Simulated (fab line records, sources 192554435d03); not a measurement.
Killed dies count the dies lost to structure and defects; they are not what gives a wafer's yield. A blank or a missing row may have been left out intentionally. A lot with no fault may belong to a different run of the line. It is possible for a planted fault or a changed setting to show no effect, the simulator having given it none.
Which tool was responsible? + flow n5-finfet + Sampling: 8 lots, 24 wafers, 5 of 1938 route steps

== WHAT THE GAUGES SHOWED, per wafer ==
N5_BEOL_M4_RC_MEAS_101.
| lot  | measured     | on        | DIBL_N (mV/V)  |
|------|--------------|-----------|----------------|
| L527 | day 8 04:57  | prober-02 | 34.9 34.1 35.3 |
| L528 | day 8 14:56  | prober-02 | 35.3 35.4 36.0 |
| L532 | day 9 10:04  | prober-01 | 34.1 35.3 36.0 |
| L534 | day 10 08:11 | prober-01 | 37.8 38.1 36.6 |
| L537 | day 11 08:32 | prober-01 | 33.6 34.7 33.2 |
| L546 | day 12 22:28 | prober-02 | 39.1 38.5 37.6 |
| L547 | day 13 16:23 | prober-01 | 35.4 36.3 37.0 |
| L548 | day 13 18:04 | prober-01 | 35.9 37.2 34.9 |

== EACH LOT AND THE TOOL THAT RAN IT (in order: tool; ch and the chambers of the sampled wafers; start) ==
| lot  | N5_BEOL_M3_HM_OPEN_17             | N5_BEOL_M3_ETCH_69                 | N5_BEOL_M3_ETCHBACK_99             | N5_BEOL_M3_STRIP_97                           |
|------|-----------------------------------|------------------------------------|------------------------------------|-----------------------------------------------|
| L527 | rie-metal-02 ch 0,1, day 7 07:55  | rie-diel-03 ch 1,2,3, day 7 08:41  | rie-diel-04 ch 2, day 7 10:00      | rie-diel-04 ch 2, day 8 04:57 or earlier      |
| L528 | rie-metal-02 ch 0,1, day 7 16:26  | rie-diel-04 ch 2,3, day 7 17:14    | rie-diel-03 ch 0,2,3, day 8 00:44  | rie-diel-03 ch 0,2,3, day 8 14:56 or earlier  |
| L532 | rie-metal-01 ch 0, day 8 15:00    | rie-diel-03 ch 2,3, day 8 15:58    | rie-diel-03 ch 0,2,3, day 8 19:17  | rie-diel-03 ch 0,2,3, day 9 10:04 or earlier  |
| L534 | rie-metal-01 ch 0,1, day 9 10:10  | rie-diel-04 ch 0,1,3, day 9 11:01  | rie-diel-01 ch 0,2,3, day 9 12:27  | rie-diel-01 ch 0,2,3, day 10 08:11 or earlier |
| L537 | rie-metal-01 ch 0,1, day 10 05:16 | rie-diel-04 ch 1,2,3, day 10 07:29 | rie-diel-01 ch 0,2, day 10 13:37   | rie-diel-01 ch 0,2, day 11 08:32 or earlier   |
| L546 | rie-metal-01 ch 0,1, day 12 05:46 | rie-diel-04 ch 0,2,3, day 12 06:27 | rie-diel-01 ch 0,1,3, day 12 06:44 | rie-diel-01 ch 0,1,3, day 12 22:28 or earlier |
| L547 | rie-metal-02 ch 0,1, day 12 17:02 | rie-diel-03 ch 0,1,3, day 12 17:43 | rie-diel-01 ch 0,2, day 13 00:45   | rie-diel-01 ch 0,2, day 13 16:23 or earlier   |
| L548 | rie-metal-03 ch 0,1, day 12 20:34 | rie-diel-01 ch 0,2, day 12 21:22   | rie-diel-01 ch 0,2, day 13 01:31   | rie-diel-01 ch 0,2, day 13 18:04 or earlier   |
- N5_BEOL_M3_HM_OPEN_17: chemistry Cl2/BCl3, target TiN, target depth 20 nm, overetch 6 nm.
- N5_BEOL_M3_ETCH_69: etches SiARC in CF4, target depth 15.6 nm, time 26 s.
- N5_BEOL_M3_ETCHBACK_99: etches SiO2 in CHF3, target depth 5 nm, time 10.4 s.
- N5_BEOL_M3_STRIP_97: strips in N2/H2, time 10 s.

== THE ANSWER, worked out from the rows above alone ==
Rule: what is usual is taken from the lots themselves. Put in order of their means at a reading, lots are off if they are a third of the lots or fewer, leave a main group of 4 or more, and stand apart from it by a gap of 3 or more times the standard deviation of the main group's means; of several such gaps the widest counts. Not used: any main group whose means are identical at the precision the tables above print for the reading. Also off: a lot with no number at a reading for which 4 or more lots have one. The other lots that the step has rows for count as sound.
None of the lots is off at any reading shown; this tells nothing.

== WHAT WAS PUT IN BY THE SIMULATOR ==
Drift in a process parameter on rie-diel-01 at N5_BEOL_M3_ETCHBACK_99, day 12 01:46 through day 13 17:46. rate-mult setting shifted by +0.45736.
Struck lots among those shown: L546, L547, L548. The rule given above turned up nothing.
